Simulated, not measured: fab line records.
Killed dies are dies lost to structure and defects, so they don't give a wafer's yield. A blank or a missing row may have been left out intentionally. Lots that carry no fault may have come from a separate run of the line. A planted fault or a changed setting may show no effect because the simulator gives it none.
fab line records	flow n5Finfet
record: lots: 24	wafers: 72	lastDay: 19
route steps=1938 shown BEOL_M6@1209
lots with no fault: from the same line, run without faults
startH: start of the lot's first displayed wafer, in hours after the record's first day	waitH: hours from the lot's prior step to this one	" identical to the entry in the row above	L1.1+2: a row that stands for several wafers	- no value, or no start given	* or withheld: withheld	< > ~ a bound
route shown NAME@n: names a module that has steps shown in the file, with the first one's number in the route	usual: mean/standard deviation of fault-free wafers	same: alike in all rows	chamber/n: place in a boat	sites: readings site by site	_std_site: the values' standard deviation	_edge_site: inner sites' mean taken away from outer sites' mean	radiusMm: for every site, how far away it sits from the centre of the wafer	mask NAME#n: copy n	behind: the last tool/chamber to shape the wafer	hold: cause of the lot's hold/its duration in hours/its outcome	device: transistor that didn't switch, given as n, p or np	end of line: the same wafers' tests at the end of the route	where a step has no rows: the recipe by itself	killed: the dies lost at the first sort to structure and to defects; this is not the yield of the wafer	map: shows each die of a wafer: x if killed, . if not, _ if none is there
set.NAME: the setting the step ran with; set.NAME@STEP: the setting that earlier step ran with	model.NAME: the simulator's own value behind a step, which no gauge read
route steps across a sampled set of lots; one table per step, one row per wafer
services: the hour from which a tool's chamber was out of use, counted from the record's first day as startH (under 0 if before that day), plus the number of hours and why
== steps ==
step: N5_BEOL_M6_INSPECT_13
recipe: mode: adi	inspectInstrument: brightfield
usual: rawDefectCount: 428/97
lot.wafer	tool	chamber	startH	waitH	rawDefectCount
L074.1	defectInspect-01	-	223.85	0.0	350
L074.3	"	-	"	"	383
L074.6	"	-	"	"	641
L076.1	defectInspect-02	-	239.71	0.0	528
L076.4	"	-	"	"	603
L076.5	"	-	"	"	547
L077.1	defectInspect-02	-	252.49	0.0	462
L077.4	"	-	"	"	377
L077.5	"	-	"	"	454
L075.2	defectInspect-01	-	257.08	0.0	347
L075.4	"	-	"	"	314
L075.6	"	-	"	"	446
L078.1	defectInspect-02	-	260.16	0.0	567
L078.3	"	-	"	"	381
L078.4	"	-	"	"	491
L079.1	defectInspect-02	-	265.71	0.0	520
L079.4	"	-	"	"	305
L079.6	"	-	"	"	285
L080.1	defectInspect-02	-	277.32	0.0	275
L080.4	"	-	"	"	395
L080.6	"	-	"	"	420
L081.1	defectInspect-02	-	287.61	0.0	643
L081.3	"	-	"	"	430
L081.4	"	-	"	"	644
L082.3	defectInspect-02	-	291.19	0.0	487
L082.4	"	-	"	"	461
L082.6	"	-	"	"	590
L084.1	defectInspect-02	-	292.58	0.0	466
L084.4	"	-	"	"	490
L084.6	"	-	"	"	555
L083.2	defectInspect-02	-	295.43	0.0	541
L083.4	"	-	"	"	327
L083.6	"	-	"	"	379
L085.2	defectInspect-02	-	304.20	0.0	660
L085.3	"	-	"	"	552
L085.4	"	-	"	"	525
L087.1	defectInspect-01	-	304.40	0.0	437
L087.2	"	-	"	"	379
L087.5	"	-	"	"	335
L086.1	defectInspect-02	-	322.68	0.0	672
L086.5	"	-	"	"	669
L086.6	"	-	"	"	503
L090.3	defectInspect-01	-	327.29	0.0	475
L090.4	"	-	"	"	478
L090.5	"	-	"	"	491
L089.2	defectInspect-01	-	327.45	0.0	413
L089.3	"	-	"	"	460
L089.6	"	-	"	"	425
L088.1	defectInspect-02	-	334.04	0.0	385
L088.3	"	-	"	"	365
L088.6	"	-	"	"	307
L092.1	defectInspect-02	-	343.81	0.0	485
L092.2	"	-	"	"	514
L092.6	"	-	"	"	679
L091.1	defectInspect-02	-	344.08	0.0	410
L091.2	"	-	"	"	434
L091.6	"	-	"	"	308
L093.1	defectInspect-02	-	356.54	0.0	321
L093.4	"	-	"	"	352
L093.6	"	-	"	"	404
L094.1	defectInspect-02	-	360.86	0.0	476
L094.2	"	-	"	"	512
L094.5	"	-	"	"	286
L095.2	defectInspect-02	-	361.23	0.0	411
L095.5	"	-	"	"	388
L095.6	"	-	"	"	341
L096.2	defectInspect-01	-	363.09	0.0	388
L096.4	"	-	"	"	361
L096.5	"	-	"	"	561
L097.2	defectInspect-02	-	369.24	0.0	440
L097.3	"	-	"	"	407
L097.6	"	-	"	"	326
step: N5_BEOL_M6_STRIP_19
recipe: chemistry: O2	powerW: 400	tempC: 40	pressureMtorr: 30	rfFrequencyHz: 6e+07	biasPowerW: 0	overashFraction: 0.2	o2FlowSccm: 225
usual: drypumpMotorCurrentA: 5.8/0.5	oesProductAu: 0.80/0.096	rfVppV: 3.7/0.59	showerheadPlenumPTorr: 2.10/0.08	throttleValvePct: 16.6/0.36
same: overashFraction: 0.2
lot.wafer	tool	chamber	startH	waitH	drypumpMotorCurrentA	oesProductAu	rfHoursCounterH	rfVppV	showerheadPlenumPTorr	throttleValvePct
L074.1	rieDiel-01	0	224.66	0.2	6.4	0.70	207	5.2	2.15	16.9
L074.3	"	1	"	"	5.7	0.88	42	4.0	2.04	16.7
L074.6	"	2	"	"	6.5	0.76	-	3.1	2.02	17.2
L076.1	rieDiel-04	0	240.43	0.2	6.0	0.72	158	3.4	2.11	17.2
L076.4	"	0	"	"	6.0	0.73	-	3.1	2.11	17.2
L076.5	"	1	"	"	6.4	0.89	-	2.2	2.14	16.3
L077.1	rieDiel-01	1	252.94	0.1	5.8	0.87	49	4.1	2.04	16.7
L077.4	"	2	"	"	6.6	0.75	178	4.8	2.02	17.2
L077.5	"	2	"	"	6.6	0.75	-	3.1	2.02	17.2
L075.2	rieDiel-04	0	257.50	0.1	6.0	0.73	165	3.6	2.10	17.2
L075.4	"	2	"	"	5.6	0.70	218	3.0	2.01	17.1
L075.6	"	3	"	"	5.2	0.97	-	3.4	2.24	16.2
L078.1	rieDiel-03	3	261.31	0.1	6.5	0.69	238	3.4	2.16	16.8
L078.3	"	2	"	"	5.3	0.73	158	3.4	2.01	16.5
L078.4	"	3	"	"	6.5	0.68	-	3.9	2.16	16.8
L079.1	rieDiel-03	1	266.14	0.1	5.2	0.90	25	3.4	2.14	16.3
L079.4	"	3	"	"	6.5	0.69	240	4.1	2.16	16.8
L079.6	"	1	"	"	5.1	0.90	-	3.8	2.14	16.3
L080.1	rieDiel-04	0	278.10	0.1	6.0	0.71	174	2.9	2.10	17.2
L080.4	"	3	"	"	5.2	0.93	10	3.2	2.24	16.2
L080.6	"	1	"	"	6.4	0.87	-	3.8	2.13	16.4
L081.1	rieDiel-04	0	288.49	0.2	6.0	0.71	177	4.1	2.10	17.2
L081.3	"	3	"	"	5.2	0.93	14	3.7	2.24	16.2
L081.4	"	1	"	"	6.4	0.85	48	4.3	2.13	16.4
L082.3	rieDiel-03	3	291.73	0.1	6.5	0.69	248	4.4	2.15	16.8
L082.4	"	2	"	"	5.3	0.72	-	3.5	2.01	16.5
L082.6	"	1	"	"	5.2	0.88	-	4.2	2.14	16.3
L084.1	rieDiel-04	1	293.01	0.1	6.4	0.85	50	3.8	2.13	16.4
L084.4	"	2	"	"	5.6	0.69	232	3.1	2.00	17.1
L084.6	"	1	"	"	6.4	0.85	-	4.7	2.13	16.4
L083.2	rieDiel-03	1	295.85	0.1	5.2	0.88	34	3.3	2.14	16.3
L083.4	"	3	"	"	6.5	0.68	249	3.5	2.15	16.8
L083.6	"	2	"	"	5.3	0.73	-	3.8	2.01	16.5
L085.2	rieDiel-01	0	305.05	0.1	6.4	0.68	239	2.8	2.14	17.0
L085.3	"	3	"	"	5.9	0.87	83	3.1	2.04	16.3
L085.4	"	2	"	"	6.5	0.73	195	3.9	2.01	17.2
L087.1	rieDiel-04	2	305.33	0.1	5.6	0.68	234	4.2	2.00	17.1
L087.2	"	3	"	"	5.2	0.90	22	3.8	2.23	16.2
L087.5	"	0	"	"	6.0	0.72	-	4.9	2.10	17.2
L086.1	rieDiel-04	2	323.44	0.4	5.6	0.68	240	3.4	2.00	17.1
L086.5	"	2	"	"	5.6	0.67	-	2.6	2.00	17.1
L086.6	"	3	"	"	5.2	0.88	-	4.1	2.23	16.2
L090.3	rieDiel-03	1	327.77	0.1	5.2	0.87	46	3.5	2.13	16.3
L090.4	"	3	"	"	6.5	1.00	0	3.6	2.15	16.3
L090.5	"	1	"	"	5.2	0.86	-	3.7	2.14	16.3
L089.2	rieDiel-01	0	328.20	0.1	6.4	0.67	247	4.9	2.14	17.0
L089.3	"	2	"	"	6.5	0.72	203	3.4	2.01	17.2
L089.6	"	0	"	"	6.4	0.67	-	4.2	2.14	17.0
L088.1	rieDiel-01	2	334.52	0.1	6.5	0.72	205	4.3	2.01	17.2
L088.3	"	3	"	"	5.9	0.84	93	3.3	2.04	16.4
L088.6	"	0	"	"	6.4	0.67	-	4.2	2.14	17.0
L092.1	rieDiel-01	3	344.25	0.1	5.9	0.84	98	4.8	2.04	16.4
L092.2	"	2	"	"	6.5	0.71	209	2.6	2.01	17.2
L092.6	"	3	"	"	5.9	0.84	-	3.7	2.04	16.4
L091.1	rieDiel-03	3	344.51	0.1	6.5	0.94	6	3.4	2.15	16.3
L091.2	"	0	"	"	5.6	0.91	27	3.5	2.24	16.4
L091.6	"	3	"	"	6.5	0.94	-	4.0	2.15	16.3
L093.1	rieDiel-04	1	356.96	0.1	6.4	0.81	78	3.5	2.12	16.4
L093.4	"	3	"	"	5.2	0.86	-	2.9	2.23	16.3
L093.6	"	0	"	"	6.0	0.69	-	3.5	2.09	17.2
L094.1	rieDiel-03	1	361.28	0.1	5.2	0.85	58	4.1	2.13	16.3
L094.2	"	2	"	"	5.3	0.71	193	4.1	2.00	16.5
L094.5	"	2	"	"	5.3	0.71	-	2.9	2.00	16.5
L095.2	rieDiel-03	2	361.65	0.1	5.2	0.70	194	3.3	2.00	16.5
L095.5	"	1	"	"	5.2	0.84	-	4.3	2.13	16.3
L095.6	"	2	"	"	5.3	0.70	-	2.9	2.00	16.5
L096.2	rieDiel-03	2	363.65	0.1	5.3	0.70	194	3.7	2.00	16.5
L096.4	"	0	"	"	5.6	0.89	31	3.1	2.24	16.4
L096.5	"	3	"	"	6.5	0.91	-	3.3	2.15	16.3
L097.2	rieDiel-01	1	369.91	0.1	5.7	0.81	92	4.2	2.02	16.8
L097.3	"	3	"	"	5.9	0.84	108	3.8	2.03	16.4
L097.6	"	2	"	"	6.6	0.71	-	4.2	2.00	17.3
step: N5_BEOL_M6_ETCH_66
recipe: chemistry: N2/H2	target: SOC	targetDepthA: 800	overetchA: 160	maskMaterial: SiARC	tempC: 40	timeS: 120	ionEnergyEv: 200	pressureMtorr: 30	sourceW: 840	biasW: 150	n2FlowSccm: 200	h2FlowSccm: 200
usual: drypumpMotorCurrentA: 5.9/0.49	n2FlowSccm: 199.9/0.52	oesProductAu: 0.62/0.067	rfVppV: 523.7/2.9	showerheadPlenumPTorr: 2.54/0.1	throttleValvePct: 17.8/0.38
lot.wafer	tool	chamber	startH	waitH	drypumpMotorCurrentA	n2FlowSccm	oesProductAu	rfHoursCounterH	rfVppV	showerheadPlenumPTorr	throttleValvePct
L074.1	rieDiel-04	2	226.55	0.0	5.6	199.4	0.54	202	521.7	2.41	18.1
L074.3	"	0	"	"	6.0	199.7	0.57	151	524.1	2.54	18.3
L074.6	"	0	"	"	6.0	199.5	0.57	-	523.6	2.54	18.3
L076.1	rieDiel-01	1	241.62	0.0	5.8	201.0	0.66	49	521.8	2.48	17.8
L076.4	"	3	"	"	6.0	199.5	0.67	56	521.3	2.45	17.2
L076.5	"	2	"	"	6.6	200.2	0.57	-	521.1	2.43	18.3
L077.1	rieDiel-03	3	255.54	0.0	6.5	200.6	0.54	235	527.4	2.62	18.0
L077.4	"	2	"	"	5.3	200.0	0.57	-	521.3	2.43	17.5
L077.5	"	3	"	"	6.5	199.2	0.54	-	525.0	2.62	18.0
L075.2	rieDiel-04	3	259.72	0.0	5.2	199.9	0.73	3	529.5	2.71	17.2
L075.4	"	0	"	"	6.0	199.1	0.57	166	523.3	2.54	18.3
L075.6	"	3	"	"	5.2	199.3	0.73	-	528.7	2.70	17.2
L078.1	rieDiel-03	0	262.13	0.0	5.6	199.2	0.75	1	527.4	2.74	17.6
L078.3	"	3	"	"	6.5	200.4	0.54	238	525.1	2.62	18.0
L078.4	"	2	"	"	5.3	200.4	0.58	-	521.6	2.43	17.5
L079.1	rieDiel-01	1	267.96	0.0	5.8	199.8	0.64	56	520.5	2.48	17.8
L079.4	"	2	"	"	6.6	200.5	0.56	182	520.9	2.42	18.3
L079.6	"	2	"	"	6.5	199.0	0.56	-	520.7	2.42	18.3
L080.1	rieDiel-01	2	280.51	0.0	6.6	199.9	0.56	186	521.0	2.42	18.3
L080.4	"	1	"	"	5.8	200.3	0.65	61	523.0	2.47	17.8
L080.6	"	3	"	"	6.0	199.9	0.65	-	520.9	2.45	17.3
L081.1	rieDiel-03	1	290.75	0.0	5.2	199.9	0.68	32	524.9	2.60	17.5
L081.3	"	3	"	"	6.5	199.9	0.53	248	527.1	2.62	18.0
L081.4	"	3	"	"	6.5	199.7	0.53	-	525.6	2.62	18.0
L082.3	rieDiel-04	1	294.67	0.0	6.4	200.3	0.65	51	524.6	2.59	17.6
L082.4	"	2	"	"	5.6	200.1	0.53	233	519.8	2.40	18.1
L082.6	"	1	"	"	6.4	200.3	0.64	-	525.1	2.59	17.6
L084.1	rieDiel-01	1	294.71	0.0	5.7	199.6	0.65	65	521.5	2.47	17.8
L084.4	"	3	"	"	5.9	199.8	0.64	78	521.7	2.45	17.3
L084.6	"	0	"	"	6.5	199.9	0.53	-	523.8	2.60	18.1
L083.2	rieDiel-04	1	296.48	0.0	6.4	199.6	0.65	52	522.9	2.59	17.6
L083.4	"	1	"	"	6.4	199.6	0.65	-	524.8	2.59	17.6
L083.6	"	3	"	"	5.2	198.5	0.69	-	529.2	2.70	17.3
L085.2	rieDiel-03	1	307.00	0.0	5.2	200.0	0.67	37	525.9	2.60	17.5
L085.3	"	0	"	"	5.7	199.2	0.71	12	527.6	2.73	17.6
L085.4	"	0	"	"	5.6	199.2	0.71	-	529.6	2.73	17.6
L087.1	rieDiel-03	1	307.45	0.0	5.2	200.0	0.68	37	524.1	2.60	17.5
L087.2	"	0	"	"	5.7	199.8	0.71	12	527.4	2.73	17.6
L087.5	"	1	"	"	5.2	200.1	0.68	-	524.7	2.60	17.5
L086.1	rieDiel-01	3	324.17	0.0	5.9	199.5	0.64	89	520.0	2.44	17.3
L086.5	"	0	"	"	6.4	200.4	0.52	-	526.6	2.59	18.1
L086.6	"	3	"	"	6.0	200.1	0.64	-	521.0	2.44	17.3
L090.3	rieDiel-03	0	330.18	0.0	5.6	200.1	0.69	22	527.1	2.73	17.6
L090.4	"	2	"	"	5.3	200.4	0.56	182	519.6	2.42	17.6
L090.5	"	0	"	"	5.6	200.2	0.70	-	527.7	2.73	17.6
L089.2	rieDiel-01	1	330.51	0.0	5.8	199.5	0.63	78	521.9	2.47	17.8
L089.3	"	3	"	"	6.0	200.3	0.63	92	524.1	2.44	17.3
L089.6	"	0	"	"	6.4	200.2	0.52	-	526.8	2.59	18.1
L088.1	rieDiel-04	2	335.94	0.0	5.6	200.7	0.53	245	519.9	2.40	18.2
L088.3	"	3	"	"	5.2	199.3	0.67	33	528.0	2.69	17.3
L088.6	"	2	"	"	5.6	200.5	0.52	-	518.0	2.40	18.2
L092.1	rieDiel-04	3	348.28	0.0	5.2	200.2	0.67	37	528.4	2.69	17.3
L092.2	"	1	"	"	6.4	199.9	0.62	74	525.2	2.58	17.6
L092.6	"	1	"	"	6.4	199.7	0.62	-	524.8	2.58	17.6
L091.1	rieDiel-01	3	348.70	0.0	6.0	199.3	0.63	100	520.6	2.44	17.3
L091.2	"	2	"	"	6.6	199.5	0.55	211	519.3	2.41	18.4
L091.6	"	1	"	"	5.8	199.4	0.62	-	523.2	2.46	17.9
L093.1	rieDiel-01	3	360.57	0.0	5.9	199.8	0.62	104	520.5	2.44	17.3
L093.4	"	2	"	"	6.6	199.7	0.55	216	520.7	2.41	18.4
L093.6	"	1	"	"	5.8	200.4	0.62	-	521.3	2.46	17.9
L094.1	rieDiel-04	1	361.90	0.0	6.4	200.2	0.62	80	523.5	2.58	17.6
L094.2	"	3	"	"	5.2	199.7	0.66	43	526.7	2.69	17.3
L094.5	"	3	"	"	5.2	199.3	0.66	-	528.6	2.69	17.3
L095.2	rieDiel-01	0	362.36	0.0	6.4	200.4	0.76	2	524.8	2.59	17.7
L095.5	"	1	"	"	5.8	200.1	0.61	-	520.5	2.46	17.9
L095.6	"	2	"	"	6.6	199.4	0.55	-	519.7	2.41	18.4
L096.2	rieDiel-03	0	364.35	0.0	5.6	200.1	0.68	31	527.7	2.73	17.6
L096.4	"	3	"	"	6.5	199.9	0.70	13	523.8	2.61	17.5
L096.5	"	2	"	"	5.3	200.5	0.55	-	520.6	2.42	17.6
L097.2	rieDiel-04	3	370.85	0.0	5.2	200.9	0.66	47	527.9	2.69	17.3
L097.3	"	2	"	"	5.6	199.9	0.73	2	527.2	2.71	17.7
L097.6	"	0	"	"	6.0	200.4	0.54	-	523.6	2.52	18.4
step: N5_BEOL_M6_OCD_MEAS_38
usual: trenchDepthNm: 93.4/1.7
lot.wafer	tool	chamber	startH	waitH	trenchDepthNm
L074.1	ocd-02	-	226.89	-	92.7
L074.3	"	-	"	"	92.5
L074.6	"	-	"	"	93.2
L076.1	ocd-02	-	241.96	-	96.2
L076.4	"	-	"	"	96.8
L076.5	"	-	"	"	93.6
L077.1	ocd-01	-	256.04	-	90.9
L077.4	"	-	"	"	94.0
L077.5	"	-	"	"	91.0
L075.2	ocd-01	-	260.06	-	94.6
L075.4	"	-	"	"	92.3
L075.6	"	-	"	"	94.9
L078.1	ocd-01	-	262.47	-	94.1
L078.3	"	-	"	"	89.8
L078.4	"	-	"	"	92.3
L079.1	ocd-02	-	268.31	-	94.7
L079.4	"	-	"	"	92.5
L079.6	"	-	"	"	93.0
L080.1	ocd-02	-	280.86	-	92.2
L080.4	"	-	"	"	95.2
L080.6	"	-	"	"	96.1
L081.1	ocd-01	-	291.10	-	93.1
L081.3	"	-	"	"	91.8
L081.4	"	-	"	"	90.5
L082.3	ocd-01	-	295.02	-	94.4
L082.4	"	-	"	"	91.8
L082.6	"	-	"	"	93.1
L084.1	ocd-02	-	295.07	-	94.5
L084.4	"	-	"	"	95.4
L084.6	"	-	"	"	91.7
L083.2	ocd-02	-	296.83	-	94.4
L083.4	"	-	"	"	93.5
L083.6	"	-	"	"	93.2
L085.2	ocd-02	-	307.34	-	93.8
L085.3	"	-	"	"	94.7
L085.4	"	-	"	"	94.4
L087.1	ocd-02	-	307.80	-	93.0
L087.2	"	-	"	"	94.9
L087.5	"	-	"	"	92.8
L086.1	ocd-02	-	324.51	-	95.3
L086.5	"	-	"	"	90.5
L086.6	"	-	"	"	95.5
L090.3	ocd-01	-	330.53	-	93.8
L090.4	"	-	"	"	93.9
L090.5	"	-	"	"	93.3
L089.2	ocd-02	-	330.86	-	95.1
L089.3	"	-	"	"	96.5
L089.6	"	-	"	"	91.2
L088.1	ocd-02	-	336.29	-	93.2
L088.3	"	-	"	"	94.5
L088.6	"	-	"	"	94.1
L092.1	ocd-02	-	348.64	-	93.9
L092.2	"	-	"	"	92.5
L092.6	"	-	"	"	92.8
L091.1	ocd-02	-	349.05	-	96.0
L091.2	"	-	"	"	92.6
L091.6	"	-	"	"	95.2
L093.1	ocd-02	-	360.91	-	95.3
L093.4	"	-	"	"	92.3
L093.6	"	-	"	"	95.5
L094.1	ocd-02	-	362.41	-	92.1
L094.2	"	-	"	"	93.4
L094.5	"	-	"	"	94.0
L095.2	ocd-01	-	362.71	-	93.9
L095.5	"	-	"	"	95.5
L095.6	"	-	"	"	92.6
L096.2	ocd-02	-	364.70	-	93.6
L096.4	"	-	"	"	94.2
L096.5	"	-	"	"	92.4
L097.2	ocd-02	-	371.20	-	94.2
L097.3	"	-	"	"	93.6
L097.6	"	-	"	"	90.5
step: N5_BEOL_M6_ALD_77
recipe: material: TaN	targetThkA: 20	tempC: 275	aldPrecursorFamily: PDMAT	aldCoReactant: NH3	pressureTorr: 3	carrierFlowSccm: 1500	pulseTimeS: 2	purgeTimeS: 3	coReactantPurgeTimeS: 2	coReactantPulseTimeS: 3	aldCycles: 40	precursorVesselTempC: 75	precursorVesselPressureTorr: 26.25	precursorVesselCarrierSccm: 1000
usual: heaterPowerW: 397/42	mfcCarrierSccm: 1501/4.4	susceptorTempC: 275.00/0.19
same: aldCycles: 40
lot.wafer	tool	chamber	startH	waitH	heaterPowerW	mfcCarrierSccm	sinceWetCleanH	susceptorTempC
L074.1	aldMetal-01	3	228.15	0.1	405	1491	1429	274.95
L074.3	"	1	"	"	393	1497	1429	274.97
L074.6	"	0	"	"	420	1509	-	275.07
L076.1	aldMetal-01	3	243.39	0.1	397	1498	1445	274.95
L076.4	"	1	"	"	388	1499	1445	274.89
L076.5	"	3	"	"	393	1501	-	275.07
L077.1	aldMetal-02	1	256.78	0.0	371	1500	6074	274.57
L077.4	"	3	"	"	378	1503	6074	274.98
L077.5	"	0	"	"	470	1496	-	275.17
L075.2	aldMetal-01	2	260.92	0.0	340	1502	1462	275.55
L075.4	"	1	"	"	385	1497	1462	274.98
L075.6	"	3	"	"	407	1506	-	275.10
L078.1	aldMetal-01	2	264.26	0.1	346	1499	1466	274.98
L078.3	"	1	"	"	383	1488	1466	274.96
L078.4	"	3	"	"	400	1495	1466	275.08
L079.1	aldMetal-02	3	268.96	0.0	367	1502	6086	274.97
L079.4	"	2	"	"	336	1502	6086	275.38
L079.6	"	2	"	"	341	1504	-	274.96
L080.1	aldMetal-03	0	282.29	0.1	446	1505	3022	274.67
L080.4	"	2	"	"	472	1497	3022	275.13
L080.6	"	1	"	"	392	1504	-	275.15
L081.1	aldMetal-01	3	291.92	0.0	398	1502	1493	274.76
L081.3	"	0	"	"	428	1494	1493	275.17
L081.4	"	1	"	"	395	1497	1493	275.01
L082.3	aldMetal-03	2	295.83	0.0	459	1497	3036	275.16
L082.4	"	0	"	"	454	1507	3036	274.92
L082.6	"	1	"	"	394	1504	-	275.14
L084.1	aldMetal-02	2	295.88	0.0	342	1498	6113	274.87
L084.4	"	0	"	"	475	1494	6113	275.04
L084.6	"	0	"	"	473	1500	-	275.24
L083.2	aldMetal-03	2	299.38	0.2	468	1505	3039	275.17
L083.4	"	0	"	"	450	1499	3039	275.20
L083.6	"	0	"	"	448	1496	-	275.05
L085.2	aldMetal-03	3	308.28	0.0	424	1497	3048	275.04
L085.3	"	1	"	"	395	1504	3048	275.11
L085.4	"	2	"	"	484	1502	3048	275.17
L087.1	aldMetal-01	1	308.55	0.1	389	1497	1510	275.22
L087.2	"	3	"	"	403	1494	1510	275.25
L087.5	"	3	"	"	394	1495	-	275.02
L086.1	aldMetal-02	3	326.53	0.1	366	1502	6143	275.04
L086.5	"	3	"	"	374	1499	-	275.20
L086.6	"	0	"	"	474	1497	-	274.77
L090.3	aldMetal-01	3	331.48	0.0	408	1510	1533	274.94
L090.4	"	2	"	"	342	1511	1533	275.15
L090.5	"	3	"	"	397	1502	-	274.93
L089.2	aldMetal-02	2	331.69	0.1	342	1498	6149	274.84
L089.3	"	0	"	"	466	1504	6149	274.73
L089.6	"	0	"	"	473	1509	-	274.89
L088.1	aldMetal-01	0	338.15	0.3	423	1502	1539	275.13
L088.3	"	3	"	"	404	1503	1539	275.16
L088.6	"	2	"	"	349	1498	-	275.05
L092.1	aldMetal-03	0	349.80	0.3	446	1502	3090	275.08
L092.2	"	3	"	"	426	1507	3090	275.16
L092.6	"	2	"	"	467	1492	-	275.13
L091.1	aldMetal-03	1	350.12	0.3	399	1494	3090	275.21
L091.2	"	2	"	"	485	1505	3090	274.98
L091.6	"	2	"	"	470	1501	-	274.80
L093.1	aldMetal-02	1	361.79	0.0	335	1495	11	274.85
L093.4	"	3	"	"	351	1503	11	274.92
L093.6	"	2	"	"	338	1511	-	274.74
L094.1	aldMetal-01	1	363.11	0.1	391	1507	1564	275.14
L094.2	"	2	"	"	347	1493	1564	274.86
L094.5	"	2	"	"	346	1501	-	275.12
L095.2	aldMetal-02	3	364.38	0.0	344	1499	13	274.96
L095.5	"	0	"	"	422	1504	-	274.95
L095.6	"	3	"	"	348	1499	-	275.19
L096.2	aldMetal-01	1	365.74	0.0	382	1501	1567	274.93
L096.4	"	3	"	"	402	1502	-	274.76
L096.5	"	1	"	"	392	1498	-	275.00
L097.2	aldMetal-02	1	374.19	0.1	343	1502	23	274.82
L097.3	"	0	"	"	422	1493	23	275.17
L097.6	"	0	"	"	418	1500	-	274.88
step: N5_BEOL_M6_SPUTTER_48
recipe: material: Cu	targetThkA: 100	tempC: -20	biasV: 60	powerW: 26000	chamberPressurePa: 0.13	timeS: 1.667
usual: susceptorTempC: -20.00/0.1	throttleValvePct: 29.8/1
lot.wafer	tool	chamber	startH	waitH	susceptorTempC	throttleValvePct
L074.1	pvdSputter-01	-	230.55	1.6	-20.29	30.8
L074.3	"	-	"	"	-20.07	29.7
L074.6	"	-	"	"	-19.95	27.8
L076.1	pvdSputter-03	-	243.95	0.1	-19.97	30.7
L076.4	"	-	"	"	-20.02	28.6
L076.5	"	-	"	"	-19.89	30.6
L077.1	pvdSputter-02	-	259.48	2.0	-20.03	30.0
L077.4	"	-	"	"	-20.05	29.7
L077.5	"	-	"	"	-19.97	29.7
L075.2	pvdSputter-01	-	261.41	0.1	-20.07	27.9
L075.4	"	-	"	"	-20.00	29.6
L075.6	"	-	"	"	-19.86	27.7
L078.1	pvdSputter-03	-	265.18	0.1	-20.11	30.7
L078.3	"	-	"	"	-19.72	29.2
L078.4	"	-	"	"	-19.99	30.7
L079.1	pvdSputter-03	-	269.50	0.1	-20.02	30.6
L079.4	"	-	"	"	-20.09	28.8
L079.6	"	-	"	"	-19.95	29.4
L080.1	pvdSputter-03	-	283.08	0.1	-19.93	30.6
L080.4	"	-	"	"	-20.01	29.1
L080.6	"	-	"	"	-19.77	28.5
L081.1	pvdSputter-03	-	292.44	0.1	-20.20	29.2
L081.3	"	-	"	"	-19.91	30.7
L081.4	"	-	"	"	-19.78	28.3
L082.3	pvdSputter-01	-	296.51	0.2	-20.01	29.9
L082.4	"	-	"	"	-20.15	27.6
L082.6	"	-	"	"	-19.85	30.3
L084.1	pvdSputter-01	-	297.12	0.4	-20.04	31.1
L084.4	"	-	"	"	-20.15	29.9
L084.6	"	-	"	"	-19.88	27.5
L083.2	pvdSputter-01	-	300.10	0.1	-20.00	30.9
L083.4	"	-	"	"	-19.95	30.0
L083.6	"	-	"	"	-20.02	27.9
L085.2	pvdSputter-02	-	308.88	0.2	-19.96	30.2
L085.3	"	-	"	"	-20.00	29.9
L085.4	"	-	"	"	-20.07	31.8
L087.1	pvdSputter-02	-	309.14	0.1	-20.21	29.7
L087.2	"	-	"	"	-19.82	31.6
L087.5	"	-	"	"	-20.15	30.3
L086.1	pvdSputter-03	-	327.05	0.1	-19.87	28.5
L086.5	"	-	"	"	-19.92	30.1
L086.6	"	-	"	"	-19.88	28.2
L090.3	pvdSputter-03	-	332.01	0.1	-19.93	30.5
L090.4	"	-	"	"	-20.12	29.2
L090.5	"	-	"	"	-20.05	29.1
L089.2	pvdSputter-01	-	332.36	0.2	-19.90	31.1
L089.3	"	-	"	"	-20.01	27.8
L089.6	"	-	"	"	-20.11	29.8
L088.1	pvdSputter-03	-	338.75	0.1	-20.14	30.6
L088.3	"	-	"	"	-20.14	29.1
L088.6	"	-	"	"	-20.22	30.4
L092.1	pvdSputter-03	-	351.60	0.1	-19.90	29.0
L092.2	"	-	"	"	-20.10	30.8
L092.6	"	-	"	"	-19.96	28.6
L091.1	pvdSputter-02	-	351.90	0.2	-20.01	30.3
L091.2	"	-	"	"	-19.76	30.1
L091.6	"	-	"	"	-20.18	30.1
L093.1	pvdSputter-03	-	362.39	0.1	-20.03	28.8
L093.4	"	-	"	"	-20.09	30.9
L093.6	"	-	"	"	-20.00	28.4
L094.1	pvdSputter-02	-	364.20	0.6	-19.94	32.0
L094.2	"	-	"	"	-20.14	29.6
L094.5	"	-	"	"	-20.10	30.4
L095.2	pvdSputter-02	-	364.94	0.1	-19.98	30.1
L095.5	"	-	"	"	-19.90	32.0
L095.6	"	-	"	"	-19.95	29.6
L096.2	pvdSputter-02	-	367.58	1.2	-19.84	29.5
L096.4	"	-	"	"	-20.04	31.5
L096.5	"	-	"	"	-20.02	30.2
L097.2	pvdSputter-02	-	374.79	0.1	-19.99	29.9
L097.3	"	-	"	"	-20.05	30.5
L097.6	"	-	"	"	-20.08	29.9
== services ==
tool	chamber	startH	hours	kind
rieDiel-04	3	217.41	-	clean
rieDiel-04	3	217.41	-	consumableReplace:focusRing
rieDiel-04	3	217.41	-	consumableReplace:showerhead
rieDiel-04	3	217.41	30.8	scheduledDown
rieDiel-04	3	217.41	30.8	ventCycle
pvdSputter-02	-	228.43	5.9	repair
rieDiel-01	0	236.26	2.0	repair
rieDiel-03	0	237.96	-	clean
rieDiel-03	0	237.96	-	consumableReplace:focusRing
rieDiel-03	0	237.96	-	consumableReplace:showerhead
rieDiel-01	1	242.72	9.3	repair
rieDiel-03	1	252.93	10.3	repair
aldMetal-02	1	278.08	8.4	repair
rieDiel-04	2	296.24	7.2	repair
aldMetal-03	2	318.04	8.1	repair
aldMetal-02	-	337.25	14.0	pm
rieDiel-03	0	346.69	3.6	repair
aldMetal-01	0	354.37	27.4	repair
rieDiel-03	3	355.22	1.7	repair
rieDiel-03	0	357.58	3.6	repair
rieDiel-04	0	357.66	5.9	repair
aldMetal-02	1	362.17	8.2	repair
aldMetal-03	-	362.85	1.1	repair
rieDiel-03	-	374.21	0.7	repair
== key ==
fault none
